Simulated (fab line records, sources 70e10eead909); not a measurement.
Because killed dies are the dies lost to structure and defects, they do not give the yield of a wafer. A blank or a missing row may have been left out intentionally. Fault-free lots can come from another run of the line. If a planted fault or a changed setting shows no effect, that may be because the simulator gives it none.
fab line records    flow nandHarc
record lots=13  wafers=39  lastDay=33
route steps=1302 shown A_ZERO_WELL@403 A_ONON_D1@429 END@1302
lots that met no fault: from a run of the same line without faults
startH: hours from the record's opening day to when the first of the lot's shown wafers began    waitH: hours from the lot's prior step to this one    " repeats the value in the row above    L1.1+2: a single row standing in for several wafers    - no value present, or no start provided    * or withheld: withheld    < > ~ a bound
route shown NAME@n: a module of which the file shows steps, and the number in the route of the first    usual: mean/standard deviation of fault-free wafers    same: alike in all rows    chamber/n: place in a boat    sites: each site's reading    _std_site: their standard deviation    _edge_site: outer sites' mean less inner sites'    radiusMm: for every site, how far away it sits from the centre of the wafer    mask NAME#n: copy n    behind: tool/chamber where the wafer was last shaped    hold: the reason the lot was held/the length of the hold in hours/how it ended    device: the transistor (n, p or np) that didn't switch    end of line: at the end of the route, the tests of the same wafers    where a step has no rows: the recipe by itself    killed: at the first sort, the dies lost to defects and structure; wafer yield is something else    map: dies across one wafer; x = killed, . = not, _ = none there
set.NAME: setting as actually run; set.NAME@STEP: the setting as run at that earlier step    model.NAME: the simulator's own value behind a step, which no gauge read
a sample of lots followed through the steps of the route, with each step as a table and each wafer as a row
services: a tool's chamber out of use, with start hour (startH, from the record's first day; less than 0 if before it), hours out, and reason
## steps
# step NHARC_A_ZERO_WELL_DESCUM_12
# recipe timeS=3  o2FlowSccm=200  arFlowSccm=0  biasPowerW=0  chemistry=O2
# usual drypumpMotorCurrentA=5.7/0.49  o2FlowSccm=200.0/0.58  oesProductAu=1.000/0.0083  rfVppV=57.9/0.92  showerheadPlenumPTorr=1.93/0.091  throttleValvePct=11.310/0.0092
# same biasPowerW=0
lot.wafer  tool        chamber  startH  waitH  drypumpMotorCurrentA  o2FlowSccm  oesProductAu  rfHoursCounterH  rfVppV  showerheadPlenumPTorr  throttleValvePct
L200.3     rieDiel-08  1        143.63  -      6.3                   199.2       0.998         4                59.2    1.94                   11.302
L200.4     "           1        "       "      6.3                   198.9       1.001         -                57.3    1.94                   11.311
L200.6     "           2        "       "      6.0                   200.4       0.992         -                57.7    1.85                   11.305
L202.1     rieDiel-08  1        162.98  -      6.3                   201.3       1.003         5                57.6    1.94                   11.308
L202.4     "           0        "       "      4.8                   200.0       0.985         4                57.7    2.07                   11.308
L202.5     "           1        "       "      6.3                   199.9       1.007         -                58.3    1.94                   11.317
L208.1     rieDiel-08  0        217.01  -      4.8                   200.0       1.015         0                58.7    2.07                   11.320
L208.3     "           3        "       "      6.0                   199.6       1.022         1                57.3    2.00                   11.294
L208.4     "           0        "       "      4.8                   199.1       1.008         -                57.9    2.07                   11.306
L210.4     rieDiel-07  2        244.44  -      5.7                   200.7       1.010         14               55.8    1.84                   11.304
L210.1     "           0        "       "      5.9                   199.9       1.001         18               57.5    1.80                   11.313
L210.6     "           2        "       "      5.7                   200.4       1.014         -                57.3    1.84                   11.315
L211.3     rieDiel-11  0        245.27  -      6.1                   200.9       0.998         56               56.1    1.78                   11.312
L211.4     "           1        "       "      5.5                   200.8       1.017         47               58.1    2.04                   11.312
L211.1     "           2        "       "      6.1                   200.7       0.983         49               55.9    1.90                   11.318
L215.3     rieDiel-08  1        287.49  -      6.3                   200.1       0.991         2                57.7    1.94                   11.293
L215.4     "           3        "       "      6.0                   200.2       0.991         2                57.2    1.99                   11.308
L215.6     "           2        "       "      6.0                   200.1       1.001         -                58.9    1.85                   11.295
L214.1     rieDiel-08  3        288.12  -      6.0                   200.1       1.000         2                58.1    2.00                   11.313
L214.2     "           0        "       "      4.8                   199.5       0.989         2                59.9    2.07                   11.329
L214.4     "           1        "       "      6.3                   200.2       0.998         2                58.4    1.94                   11.314
L216.1     rieDiel-08  3        299.28  -      6.0                   200.1       1.008         2                58.7    1.99                   11.313
L216.3     "           1        "       "      6.3                   199.3       1.011         3                59.3    1.94                   11.302
L216.5     "           0        "       "      4.8                   200.7       0.999         -                58.3    2.07                   11.324
L217.4     rieDiel-08  1        303.97  -      6.3                   199.9       1.004         3                58.4    1.94                   11.308
L217.3     "           2        "       "      5.9                   200.8       1.006         3                58.9    1.85                   11.309
L217.6     "           1        "       "      6.3                   200.2       1.009         -                57.4    1.94                   11.315
L218.4     rieDiel-11  1        318.42  -      5.5                   200.4       0.992         21               57.5    2.03                   11.301
L218.1     "           3        "       "      5.1                   199.9       0.991         21               57.7    1.84                   11.308
L218.5     "           0        "       "      6.1                   200.0       1.007         -                55.9    1.77                   11.305
L219.6     rieDiel-08  3        333.67  -      6.0                   201.2       1.004         -                56.4    2.00                   11.308
L219.4     "           0        "       "      4.8                   200.0       0.997         -                59.0    2.07                   11.309
L219.5     "           2        "       "      5.9                   200.6       1.004         -                58.1    1.85                   11.315
L220.3     rieDiel-08  0        338.63  -      4.8                   199.3       0.993         3                59.9    2.07                   11.300
L220.2     "           2        "       "      5.9                   200.3       1.011         4                57.2    1.85                   11.303
L220.4     "           2        "       "      5.9                   200.2       1.004         -                58.2    1.85                   11.329
L223.2     rieDiel-07  2        366.47  -      5.7                   200.0       1.004         9                58.5    1.84                   11.316
L223.4     "           3        "       "      5.4                   199.7       1.012         8                57.3    1.83                   11.304
L223.6     "           3        "       "      5.4                   200.6       1.007         -                57.4    1.83                   11.306
# step NHARC_A_ONON_D1_THK_MEAS_08
# recipe thkMeasGauge=ellipsometry
# usual thkNm=999/8.7
lot.wafer  tool          chamber  startH  waitH  thkNm
L200.3     filmMetro-02  -        166.74  -      990
L200.4     "             -        "       "      990
L200.6     "             -        "       "      988
L202.1     filmMetro-02  -        187.95  -      1018
L202.4     "             -        "       "      1017
L202.5     "             -        "       "      1017
L208.1     filmMetro-02  -        241.78  -      995
L208.3     "             -        "       "      995
L208.4     "             -        "       "      993
L210.1     filmMetro-01  -        267.70  -      1010
L210.4     "             -        "       "      1007
L210.6     "             -        "       "      1007
L211.1     filmMetro-02  -        267.73  -      999
L211.3     "             -        "       "      1001
L211.4     "             -        "       "      1001
L214.1     filmMetro-01  -        310.92  -      982
L214.2     "             -        "       "      982
L214.4     "             -        "       "      983
L215.3     filmMetro-02  -        310.93  -      994
L215.4     "             -        "       "      995
L215.6     "             -        "       "      994
L216.1     filmMetro-02  -        324.30  -      993
L216.3     "             -        "       "      993
L216.5     "             -        "       "      993
L217.3     filmMetro-01  -        327.55  -      993
L217.4     "             -        "       "      994
L217.6     "             -        "       "      995
L218.1     filmMetro-01  -        341.39  -      1015
L218.4     "             -        "       "      1015
L218.5     "             -        "       "      1015
L219.4     filmMetro-02  -        359.37  -      998
L219.5     "             -        "       "      1002
L219.6     "             -        "       "      998
L220.2     filmMetro-01  -        359.41  -      1014
L220.3     "             -        "       "      1013
L220.4     "             -        "       "      1013
L223.2     filmMetro-02  -        388.70  -      999
L223.4     "             -        "       "      999
L223.6     "             -        "       "      999
# step NHARC_A_ONON_D1_DEP_09
# recipe targetThkA=10000  n2FlowSccm=2750  n2oFlowSccm=2000  nh3FlowSccm=500  sih4FlowSccm=210  tempC=400
lot.wafer   tool          chamber  startH  waitH
L200.3+4+6  pecvdOnon-01  0        166.91  0.2
L202.1+4+5  pecvdOnon-03  0        188.00  0.1
L208.1+3+4  pecvdOnon-04  0        241.84  0.1
L210.1+4+6  pecvdOnon-03  0        267.77  0.1
L211.1+3+4  pecvdOnon-04  0        267.79  0.1
L214.1+2+4  pecvdOnon-01  0        310.98  0.1
L215.3+4+6  pecvdOnon-03  0        311.10  0.2
L216.1+3+5  pecvdOnon-01  0        324.36  0.1
L217.3+4+6  pecvdOnon-04  0        327.73  0.2
L218.1+4+5  pecvdOnon-01  0        341.44  0.1
L220.2+3+4  pecvdOnon-03  0        359.53  0.1
L219.4+5+6  pecvdOnon-04  0        359.60  0.2
L223.2+4+6  pecvdOnon-04  0        388.82  0.1
# step NHARC_A_ONON_D1_THK_MEAS_11
# recipe thkMeasGauge=ellipsometry
# usual thkNm=1001/10
lot.wafer  tool          chamber  startH  waitH  thkNm
L200.3     filmMetro-02  -        167.31  -      1015
L200.4     "             -        "       "      1016
L200.6     "             -        "       "      1016
L202.1     filmMetro-02  -        188.51  -      999
L202.4     "             -        "       "      1001
L202.5     "             -        "       "      1000
L208.1     filmMetro-02  -        242.35  -      1003
L208.3     "             -        "       "      1003
L208.4     "             -        "       "      1069
L210.1     filmMetro-02  -        268.28  -      1012
L210.4     "             -        "       "      1010
L210.6     "             -        "       "      1009
L211.1     filmMetro-01  -        268.30  -      1000
L211.3     "             -        "       "      1000
L211.4     "             -        "       "      1067
L214.1     filmMetro-02  -        311.49  -      992
L214.2     "             -        "       "      991
L214.4     "             -        "       "      991
L215.3     filmMetro-01  -        311.50  -      999
L215.4     "             -        "       "      999
L215.6     "             -        "       "      996
L216.1     filmMetro-01  -        324.86  -      1011
L216.3     "             -        "       "      1013
L216.5     "             -        "       "      1013
L217.3     filmMetro-01  -        328.12  -      979
L217.4     "             -        "       "      980
L217.6     "             -        "       "      979
L218.1     filmMetro-02  -        341.95  -      995
L218.4     "             -        "       "      998
L218.5     "             -        "       "      999
L219.4     filmMetro-02  -        359.94  -      1018
L219.5     "             -        "       "      1019
L219.6     "             -        "       "      1016
L220.2     filmMetro-01  -        359.99  -      1004
L220.3     "             -        "       "      1005
L220.4     "             -        "       "      1005
L223.2     filmMetro-02  -        389.27  -      991
L223.4     "             -        "       "      992
L223.6     "             -        "       "      991
# step NHARC_END_SORT_01
# recipe tempC=25
# usual killedAtArray=56/18  killedAtOther=1.4/1.5  killedAtPeriphery=4/3.1  killedDies=61/19  killedOpen=3.5/1.8  killedShort=2.4/1.4
# same grossDies=677
lot.wafer  tool       chamber  startH  waitH  killedAtArray  killedAtOther  killedAtPeriphery  killedDies  killedOpen  killedShort
L208.1     prober-01  0        635.72  2.5    77             1              7                  85          1           1
L208.3     prober-01  0        637.34  3.1    71             0              16                 87          7           2
L208.4     prober-01  0        638.14  3.4    671            0              6                  677         2           1
L211.1     prober-02  0        684.31  2.5    50             4              7                  61          7           2
L211.3     prober-02  0        685.90  3.1    45             5              5                  55          2           3
L211.4     prober-02  0        686.70  3.4    671            0              6                  677         3           0
# killed by level:class
L208.1 A_SLIT:chamberFilmFlake=33 A_CHANNEL_HOLE_D1:chamberFilmFlake=27 A_CHANNEL_HOLE_D2:chamberFilmFlake=8 P_BONDPAD:chamberFilmFlake=5 A_DECK1_JOINT:chamberFilmFlake=3 A_CONTACT:chamberFilmFlake=2 A_CHANNEL_FILL_D1:geometricParticle:short=1 A_DECK1_JOINT:geometricParticle:open=1
L208.3 A_CHANNEL_HOLE_D1:chamberFilmFlake=29 A_SLIT:chamberFilmFlake=20 A_CHANNEL_HOLE_D2:chamberFilmFlake=11 P_BONDPAD:chamberFilmFlake=8 P_GATE:chamberFilmFlake=7 A_CHANNEL_FILL_D1:geometricParticle:open=3 A_ONON_D1:geometricParticle:open=2 A_ONON_D1:geometricParticle:short=2
L208.4 A_ONON_D1:areaDep=579 A_CHANNEL_HOLE_D1:chamberFilmFlake=36 A_SLIT:chamberFilmFlake=29 A_CHANNEL_HOLE_D2:chamberFilmFlake=17 P_GATE:chamberFilmFlake=3 P_BONDPAD:chamberFilmFlake=3 A_STAIRCASE:chamberFilmFlake=2 A_CONTACT:chamberFilmFlake=2
L211.1 A_SLIT:chamberFilmFlake=29 P_GATE:chamberFilmFlake=4 A_CHANNEL_HOLE_D1:chamberFilmFlake=4 THIN_TSV:chamberFilmFlake=4 A_CHANNEL_FILL_D1:geometricParticle:open=3 A_BLC:geometricParticle:open=3 P_BONDPAD:chamberFilmFlake=3 A_STAIRCASE:chamberFilmFlake=3
L211.3 A_SLIT:chamberFilmFlake=29 THIN_TSV:chamberFilmFlake=4 A_CONTACT:chamberFilmFlake=3 P_STI:chamberFilmFlake=2 P_BONDPAD:chamberFilmFlake=2 A_CHANNEL_HOLE_D2:chamberFilmFlake=2 A_STAIRCASE:chamberFilmFlake=2 A_WL_FILL:chamberFilmFlake=2
L211.4 A_ONON_D1:areaDep=625 A_SLIT:chamberFilmFlake=36 P_BONDPAD:chamberFilmFlake=3 A_CHANNEL_HOLE_D1:chamberFilmFlake=3 P_GATE:chamberFilmFlake=2 A_CONTACT:chamberFilmFlake=2 P_CONTACT:geometricParticle:open=1 A_SGD_CUT:geometricParticle:open=1
## services
tool          chamber  startH  hours  kind
pecvdOnon-04  -        130.46  13.0   pm
rieDiel-08    0        138.20  11.7   repair
rieDiel-11    -        143.45  1.7    repair
rieDiel-07    2        163.60  20.6   repair
rieDiel-11    -        164.37  0.3    repair
rieDiel-07    -        174.84  1.2    repair
rieDiel-11    1        184.70  14.5   repair
rieDiel-08    -        190.80  9.0    pm
rieDiel-07    -        205.51  1.2    repair
rieDiel-08    2        213.24  7.5    repair
rieDiel-11    2        222.94  2.6    repair
pecvdOnon-03  -        227.00  13.0   pm
pecvdOnon-01  -        233.92  6.7    repair
rieDiel-11    3        235.38  1.8    repair
rieDiel-08    1        251.62  4.1    repair
rieDiel-11    -        257.04  9.0    pm
rieDiel-08    3        265.05  3.0    repair
pecvdOnon-01  -        269.15  13.0   pm
rieDiel-07    -        294.27  9.0    pm
rieDiel-07    0        308.65  4.3    repair
pecvdOnon-04  -        311.50  13.0   pm
rieDiel-08    1        320.84  37.1   repair
rieDiel-08    0        344.63  8.2    repair
rieDiel-08    -        367.80  9.0    pm
## key
firstSign step=NHARC_A_ONON_D1_THK_MEAS_11  reading=thkNm  direction=up  sigmas=6.5  usual=1001  struck=1068
effect step=NHARC_END_SORT_01  reading=killedAtArray  direction=up  sigmas=34  usual=56  struck=671
moreKillsBornAt NHARC_A_ONON_D1_DEP_09@pecvdOnon-04=1204
metAt NHARC_A_ONON_D1_DEP_09
struckLots L208,L211
struckWafers L208.4,L211.4
laterRowsLeftOut L208.4,L211.4
testerLeftOut L208,L211
notActingAt NHARC_A_ZERO_WELL_DESCUM_12,NHARC_A_ONON_D1_THK_MEAS_08
fault kind=processParameterDrift  tool=pecvdOnon-04  chamber=-  onsetH=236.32  steps=NHARC_A_ONON_D1_DEP_09  channel=targetThkA  offset=*  shape=step  endH=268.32  scope=struckWafersOnly  actsIn=*  stated=*
# testerLeftOut: of these lots the tester's yield and bins aren't shown, on N5 and GAA mostly nor the transistor test; their killed dies are dies lost to structure and defects alone, not to doping, threshold or leakage, so they don't give the yield
# laterRowsLeftOut: the simulator's readings of these wafers behind a module that went badly wrong aren't trusted and aren't shown, but for the sort
